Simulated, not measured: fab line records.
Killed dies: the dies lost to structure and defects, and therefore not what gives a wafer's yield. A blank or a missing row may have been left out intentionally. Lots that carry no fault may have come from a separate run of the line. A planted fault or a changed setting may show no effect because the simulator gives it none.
Matching of chambers + flow n5-finfet + N5_FIN_SAQP_SPACER1_ALD_24 on ald-sin-04 has 4 sister chambers
The step deposits SiO2, target thk 20.3 nm, pulse time 1 s, purge time 2 s. 4 wafers are shown with their chamber, then 8 later ones without.

WAFERS WITH THEIR CHAMBER
| wafer  | chamber | heater-power-w (W) |
|--------|---------|--------------------|
| L078.5 | 0       | 493                |
| L081.2 | 3       | 486                |
| L081.3 | 1       | 442                |
| L088.1 | 2       | 499                |

WAFERS WHOSE CHAMBER IS MISSING
| wafer  | heater-power-w (W) |
|--------|--------------------|
| L088.3 | 458                |
| L088.6 | 450                |
| L092.2 | 453                |
| L092.4 | 479                |
| L092.5 | 496                |
| L097.2 | 449                |
| L097.3 | 473                |
| L097.4 | 474                |

CHAMBER TAKEN BY EACH
| wafer  | from the rows above               | in truth                   |
|--------|-----------------------------------|----------------------------|
| L088.3 | can't be placed: 1 or 3 or 0      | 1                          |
| L088.6 | 1                                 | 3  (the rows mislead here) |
| L092.2 | 1                                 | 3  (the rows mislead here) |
| L092.4 | can't be placed: 3 or 0 or 2      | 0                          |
| L092.5 | can't be placed: 0 or 2 or 3      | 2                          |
| L097.2 | 1                                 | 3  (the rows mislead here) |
| L097.3 | can't be placed: 3 or 0 or 2 or 1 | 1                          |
| L097.4 | can't be placed: 3 or 0 or 2 or 1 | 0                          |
Correct placement for 0 of the 8. Not placeable from these rows: 5 (in 5, the candidates include the true chamber). Number placed wrongly: 3.
How it was worked out, from the rows above alone: a wafer's distance from a chamber is the root of the sum, over the readings, of the square of ((its reading less the chamber's mean) divided by the reading's scatter). If the next closest chamber is less than 2 further off than the closest, the wafer can't be placed; otherwise it belongs to the closest. A chamber's mean is the mean of its shown wafers. The scatter: with one shown wafer a chamber, the root of the mean of the squares of how far each hidden wafer lies from its nearest shown one.
